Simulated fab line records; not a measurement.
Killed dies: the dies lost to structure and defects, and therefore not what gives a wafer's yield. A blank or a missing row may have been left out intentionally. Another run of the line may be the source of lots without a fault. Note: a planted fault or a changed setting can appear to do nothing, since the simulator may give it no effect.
Split-lot trial | flow n5 finfet | 7 lots, 21 wafers read, on a route of 1938 steps

THE SPLIT
At N5_BEOL_M1_TRENCH_ETCH_37 (etches SiOC in C4F6/O2, target depth 55.207 nm, time 29 s), the setting source w was moved away from the recipe's 355 W on 6 of the 21 wafers read, by +4.6% to +16.7%. For the rest of the wafers, this setting stayed at what the recipe calls for.

FROM THE SPLIT TO THE READING: what the file shows between them, 2 steps
- N5_BEOL_M1_ETCH_41: etches SiCN in CH3F/O2, target depth 31.9 nm, time 57.8 s
- N5_BEOL_M1_STRIP_97: strips in N2/H2, time 10 s

THE READING
trench depth nm, in nm, at N5_BEOL_M1_OCD_MEAS_38. On this fab line, fault-free wafers typically give 54.9 nm with a standard deviation of 0.75 nm.

wafer  | tool, chamber at the split | source w as run, W | against the recipe | trench depth nm, nm | against lot-mates on the recipe
L074.1 | rie diel-04, 1             | 355                | recipe             | 55.8                | -
L074.3 | rie diel-04, 3             | 355                | recipe             | 54.4                | -
L074.4 | rie diel-04, 2             | 355                | recipe             | 55.2                | -
L078.1 | rie diel-02, 1             | 371.2              | +4.6%              | 56.7                | +0.9
L078.2 | rie diel-02, 2             | 355                | recipe             | 55.7                | -
L078.5 | rie diel-02, 1             | 355                | recipe             | 55.9                | -
L079.1 | rie diel-04, 2             | 355                | recipe             | 55.6                | -
L079.3 | rie diel-04, 0             | 355                | recipe             | 55.5                | -
L079.4 | rie diel-04, 1             | 355                | recipe             | 55.1                | -
L084.1 | rie diel-04, 0             | 355                | recipe             | 55.4                | -
L084.2 | rie diel-04, 3             | 355                | recipe             | 54.9                | -
L084.4 | rie diel-04, 0             | 355                | recipe             | 55.5                | -
L085.3 | rie diel-05, 3             | 355                | recipe             | 55.8                | -
L085.4 | rie diel-05, 1             | 382.2              | +7.7%              | 55.6                | +1.1
L085.5 | rie diel-05, 1             | 355                | recipe             | 53.3                | -
L086.1 | rie diel-02, 2             | 413.4              | +16.5%             | 57.0                | +3.0
L086.3 | rie diel-02, 3             | 413.4              | +16.5%             | 57.3                | +3.3
L086.5 | rie diel-02, 2             | 355                | recipe             | 54.0                | -
L089.3 | rie diel-02, 3             | 355                | recipe             | 54.9                | -
L089.5 | rie diel-02, 0             | 414.4              | +16.7%             | 58.7                | +3.8
L089.6 | rie diel-02, 3             | 414.4              | +16.7%             | 58.5                | +3.6

FIT RESULTS
A straight line over all 21 wafers: trench depth nm changes by +0.163 nm for each +1% of source w; r = +0.83; the points scatter about the line by 0.76 nm.
The same after taking each lot's own level away (the mean of its wafers on the recipe; 21 wafers): +0.204 nm for each +1%; r = +0.94; scatter 0.52 nm.
Per that fit: largest source w move, reading shift of 3.4 nm.
From 54.00 to 55.80 nm: that is the span of the lots' own levels, equal to 2.4 times the standard deviation above.
In other words, the slope is changed by the lot-to-lot level; the two fits disagree.
Check: +3.27 nm against its lot-mates is what the line predicts for one of the wafers moved furthest among these (+16.7%) when that wafer is left out of the fit. It came out at +3.8 nm against them.
Tool readings at the split's step, against how far the setting was moved: rf vpp V r = -0.92.

THE WHOLE CHAIN: every reading that the file lists as answering this split, in the file's order
step                      | what it does                                              | reading                                                                   | change (the file's fit)               | r (the file's)
N5_BEOL_M1_TRENCH_ETCH_37 | etches SiOC in C4F6/O2, target depth 55.207 nm, time 29 s | rf vpp V                                                                  | -2.95 V for each +1% of the setting   | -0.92
N5_BEOL_M1_TRENCH_ETCH_37 | etches SiOC in C4F6/O2, target depth 55.207 nm, time 29 s | BEOL_M1.feature depth nm (the simulator's own value, which no gauge read) | +0.194 nm for each +1% of the setting | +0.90
N5_BEOL_M1_TRENCH_ETCH_37 | etches SiOC in C4F6/O2, target depth 55.207 nm, time 29 s | etch.depth nm (the simulator's own value, which no gauge read)            | +0.193 nm for each +1% of the setting | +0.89
N5_BEOL_M1_OCD_MEAS_38    |                                                           | trench depth nm                                                           | +0.202 nm for each +1% of the setting | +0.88

FILE'S OWN FIT
trench depth nm changes by +0.202 nm for each +1% of source w, r = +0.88.
